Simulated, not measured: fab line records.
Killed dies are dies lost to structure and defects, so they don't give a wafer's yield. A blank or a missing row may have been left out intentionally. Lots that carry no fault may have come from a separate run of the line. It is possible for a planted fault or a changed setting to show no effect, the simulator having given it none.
Chamber matching -- flow n5 finfet -- 4 sister chambers for N5_STI_FIN_REVEAL_ETCH_34 on rie si-01
The step etches Si in H2, material Si, target depth 0.97 nm. 18 wafers are shown with their chamber, then 9 later ones without.

## WAFERS PAIRED WITH THEIR CHAMBERS
wafer,chamber,throttle valve pct (%),drypump motor current A (A),oes product au (a.u.)
L074.1,2,25.51,5.9,0.964
L074.3,3,26.13,5.8,0.988
L074.5,2,25.51,5.8,0.958
L075.2,3,26.15,5.8,0.997
L075.4,1,25.77,5.1,0.993
L075.5,2,25.49,5.8,0.949
L076.4,1,25.77,5.1,0.992
L076.5,3,26.14,5.9,0.988
L076.6,0,26.33,4.9,1.020
L085.1,3,26.14,5.8,0.998
L085.2,2,25.52,5.9,0.957
L085.6,0,26.32,4.9,1.020
L086.3,1,25.76,5.1,1.004
L086.5,2,25.50,5.9,0.969
L086.6,3,26.15,5.8,0.997
L087.2,0,26.31,4.9,1.017
L087.4,3,26.15,5.8,0.998
L087.6,1,25.76,5.1,0.996

SIGNATURES (averages over the wafers above)
reading,chamber 0,chamber 1,chamber 2,chamber 3,scatter within a chamber
throttle valve pct,26.3200,25.7650,25.5060,26.1433,0.00908
drypump motor current A,4.900,5.100,5.860,5.817,0.0381
oes product au,1.01900,0.99625,0.95940,0.99433,0.00564
Rule: for each reading, subtract the chamber's mean from the wafer's reading, divide by that reading's scatter and square the result; add these up over the readings and take the root, which gives the wafer's distance from the chamber. The wafer belongs to the nearest chamber; if the next one is less than 2 further off, it can't be placed. How the scatter is found: for the shown wafers, subtract from each reading the mean of its chamber, square and add these, divide the total by (wafers less chambers), then take the root.

## WAFERS WITHOUT THEIR CHAMBER
wafer,throttle valve pct (%),drypump motor current A (A),oes product au (a.u.)
L092.1,26.17,5.8,1.004
L092.2,25.77,5.1,0.995
L092.5,26.17,5.8,0.993
L093.1,25.50,5.9,0.966
L093.4,26.16,5.8,0.990
L093.5,26.33,4.9,1.019
L095.4,26.33,4.9,1.015
L095.5,26.15,5.8,0.980
L095.6,25.77,5.1,0.987

## CHAMBER TAKEN BY EACH
wafer,from the rows above,in truth
L092.1,3,3
L092.2,1,1
L092.5,3,3
L093.1,2,2
L093.4,3,3
L093.5,0,0
L095.4,0,0
L095.5,3,3
L095.6,1,1
9 of 9 placed correctly. Can't be placed from these rows: 0. Number placed wrongly: 0.
